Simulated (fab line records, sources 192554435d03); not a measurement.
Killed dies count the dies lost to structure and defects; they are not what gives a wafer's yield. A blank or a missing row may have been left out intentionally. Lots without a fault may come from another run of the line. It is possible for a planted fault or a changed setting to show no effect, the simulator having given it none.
Chamber matching / flow n5Finfet / N5_BEOL_M2_CO_CAP_55 on cvdCo-01 has 3 sister chambers
The step material Co, precursor CCTBA/H2, target thk 2 nm, time 102.1 s. 30 wafers are shown with their chamber, then 12 later ones without.

## WAFERS PAIRED WITH THEIR CHAMBERS
wafer=L074.2; chamber=2; heaterPowerW (W)=221
wafer=L074.4; chamber=2; heaterPowerW (W)=229
wafer=L074.6; chamber=0; heaterPowerW (W)=208
wafer=L075.1; chamber=0; heaterPowerW (W)=208
wafer=L075.4; chamber=0; heaterPowerW (W)=207
wafer=L075.6; chamber=1; heaterPowerW (W)=222
wafer=L076.3; chamber=2; heaterPowerW (W)=226
wafer=L076.5; chamber=2; heaterPowerW (W)=228
wafer=L076.6; chamber=0; heaterPowerW (W)=203
wafer=L082.4; chamber=0; heaterPowerW (W)=211
wafer=L082.5; chamber=0; heaterPowerW (W)=206
wafer=L082.6; chamber=1; heaterPowerW (W)=225
wafer=L081.1; chamber=1; heaterPowerW (W)=221
wafer=L081.2; chamber=0; heaterPowerW (W)=206
wafer=L081.4; chamber=0; heaterPowerW (W)=211
wafer=L081.3; chamber=1; heaterPowerW (W)=223
wafer=L081.5; chamber=1; heaterPowerW (W)=227
wafer=L081.6; chamber=0; heaterPowerW (W)=210
wafer=L085.2; chamber=0; heaterPowerW (W)=213
wafer=L085.3; chamber=2; heaterPowerW (W)=228
wafer=L085.5; chamber=0; heaterPowerW (W)=208
wafer=L084.3; chamber=0; heaterPowerW (W)=207
wafer=L084.4; chamber=0; heaterPowerW (W)=209
wafer=L084.5; chamber=1; heaterPowerW (W)=229
wafer=L086.1; chamber=1; heaterPowerW (W)=224
wafer=L086.3; chamber=0; heaterPowerW (W)=206
wafer=L086.5; chamber=1; heaterPowerW (W)=232
wafer=L088.2; chamber=1; heaterPowerW (W)=224
wafer=L088.4; chamber=0; heaterPowerW (W)=210
wafer=L088.5; chamber=1; heaterPowerW (W)=223

SIGNATURES, as means of the wafers listed above
reading=heaterPowerW; chamber 0=208.20; chamber 1=225.00; chamber 2=226.40; scatter within a chamber=2.95
Rule: for each reading, subtract the chamber's mean from the wafer's reading, divide by that reading's scatter and square the result; add these up over the readings and take the root, which gives the wafer's distance from the chamber. The wafer belongs to the nearest chamber; if the next one is less than 2 further off, it can't be placed. How the scatter is found: for the shown wafers, subtract from each reading the mean of its chamber, square and add these, divide the total by (wafers less chambers), then take the root.

## WAFERS MISSING THEIR CHAMBER
wafer=L091.3; heaterPowerW (W)=207
wafer=L091.5; heaterPowerW (W)=207
wafer=L091.6; heaterPowerW (W)=226
wafer=L093.2; heaterPowerW (W)=234
wafer=L093.3; heaterPowerW (W)=229
wafer=L093.5; heaterPowerW (W)=214
wafer=L094.1; heaterPowerW (W)=221
wafer=L094.5; heaterPowerW (W)=231
wafer=L094.6; heaterPowerW (W)=228
wafer=L095.1; heaterPowerW (W)=223
wafer=L095.4; heaterPowerW (W)=230
wafer=L095.5; heaterPowerW (W)=228

## CHAMBER TAKEN BY EACH
wafer=L091.3; from the rows above=0; in truth=0
wafer=L091.5; from the rows above=0; in truth=0
wafer=L091.6; from the rows above=can't be placed: 2 or 1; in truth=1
wafer=L093.2; from the rows above=can't be placed: 2 or 1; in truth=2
wafer=L093.3; from the rows above=can't be placed: 2 or 1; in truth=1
wafer=L093.5; from the rows above=can't be placed: 0 or 1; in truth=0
wafer=L094.1; from the rows above=can't be placed: 1 or 2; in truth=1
wafer=L094.5; from the rows above=can't be placed: 2 or 1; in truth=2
wafer=L094.6; from the rows above=can't be placed: 2 or 1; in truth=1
wafer=L095.1; from the rows above=can't be placed: 1 or 2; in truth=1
wafer=L095.4; from the rows above=can't be placed: 2 or 1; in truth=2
wafer=L095.5; from the rows above=can't be placed: 2 or 1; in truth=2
Placed correctly: 2 of 12. Not placeable from these rows: 10 (in 10, the candidates include the true chamber). Placed wrongly: 0.
